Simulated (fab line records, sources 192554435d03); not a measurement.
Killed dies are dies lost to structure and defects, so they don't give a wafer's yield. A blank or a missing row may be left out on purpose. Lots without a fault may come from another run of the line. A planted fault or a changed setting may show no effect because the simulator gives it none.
One fault seen from 2 desks | flow n5_finfet | each desk has only its own numbers; what lay behind them comes last

THE METROLOGY DESK
What the gauges read, lot by lot, whatever tool the lot ran on: means of the sampled wafers that have a number. A lot is out of limits, marked OUT, if its mean lies more than 4 standard deviations from the usual mean; the brackets give that distance. Of its 10 readings 7 are shown: those that lie furthest out on some lot.
Columns: A = DIBL_N at N5_BEOL_M4_RC_MEAS_101, usual 36.5 mV/V; B = DIBL_P at N5_BEOL_M4_RC_MEAS_101, usual 36.5 mV/V; C = IOFF_N at N5_BEOL_M4_RC_MEAS_101, usual 0.17 nA/um; D = IOFF_P at N5_BEOL_M4_RC_MEAS_101, usual 0.22 nA/um; E = ION_N at N5_BEOL_M4_RC_MEAS_101, usual 677 uA/um; F = ION_P at N5_BEOL_M4_RC_MEAS_101, usual 463 uA/um; G = VT_P at N5_BEOL_M4_RC_MEAS_101, usual -250 mV
lot  | first seen here | A    | B    | C    | D    | E   | F   | G
L777 | day 7 22:33     | 34.3 | 33.3 | 0.13 | 0.17 | 662 | 450 | -254
L778 | day 8 08:12     | 36.3 | 35.7 | 0.16 | 0.19 | 678 | 457 | -254
L784 | day 9 19:58     | 35.4 | 34.4 | 0.14 | 0.19 | 673 | 460 | -250
L783 | day 9 20:15     | 34.9 | 35.6 | 0.14 | 0.19 | 673 | 465 | -252
L789 | day 11 03:25    | 36.2 | 34.8 | 0.17 | 0.22 | 665 | 456 | -249
L788 | day 11 03:36    | 36.5 | 36.0 | 0.17 | 0.20 | 675 | 460 | -252
L790 | day 11 07:36    | 36.3 | 36.2 | 0.15 | 0.18 | 674 | 457 | -253
L796 | day 12 10:23    | 36.7 | 37.5 | 0.19 | 0.29 | 691 | 478 | -242
L797 | day 13 18:14    | 34.8 | 36.3 | 0.14 | 0.19 | 677 | 465 | -251
L798 | day 13 21:04    | 34.7 | 34.5 | 0.14 | 0.20 | 656 | 460 | -250
This desk's finding: nothing out of limits on any of the 10 lots.

THE TOOL OWNER'S DESK: pecvd-01
The tool's own readings at N5_GATE_CUT_PECVD_57 (deposits SiNx from SiH4/NH3/N2, target thk 21 nm): means of the sampled wafers that have a number, for each lot that ran on this tool. A lot is out of limits, marked OUT, if its mean lies more than 4 standard deviations from the usual mean; the brackets give that distance.
Columns: A = heater_power_w at N5_GATE_CUT_PECVD_57, usual 742 W; B = showerhead_plenum_p_Torr at N5_GATE_CUT_PECVD_57, usual 5.17 Torr; C = throttle_valve_pct at N5_GATE_CUT_PECVD_57, usual 39.9 %
lot  | first seen here | A   | B    | C
L784 | day 6 05:49     | 779 | 5.20 | 38.4
L789 | day 7 10:07     | 788 | 5.19 | 38.5
L790 | day 7 18:55     | 833 | 5.19 | 37.7
This desk's finding: nothing out of limits on any of the 3 lots.

PUT TOGETHER
The metrology desk saw nothing out of limits.
The tool owner's desk saw nothing out of limits.

WHAT THE SIMULATOR HAD PUT IN
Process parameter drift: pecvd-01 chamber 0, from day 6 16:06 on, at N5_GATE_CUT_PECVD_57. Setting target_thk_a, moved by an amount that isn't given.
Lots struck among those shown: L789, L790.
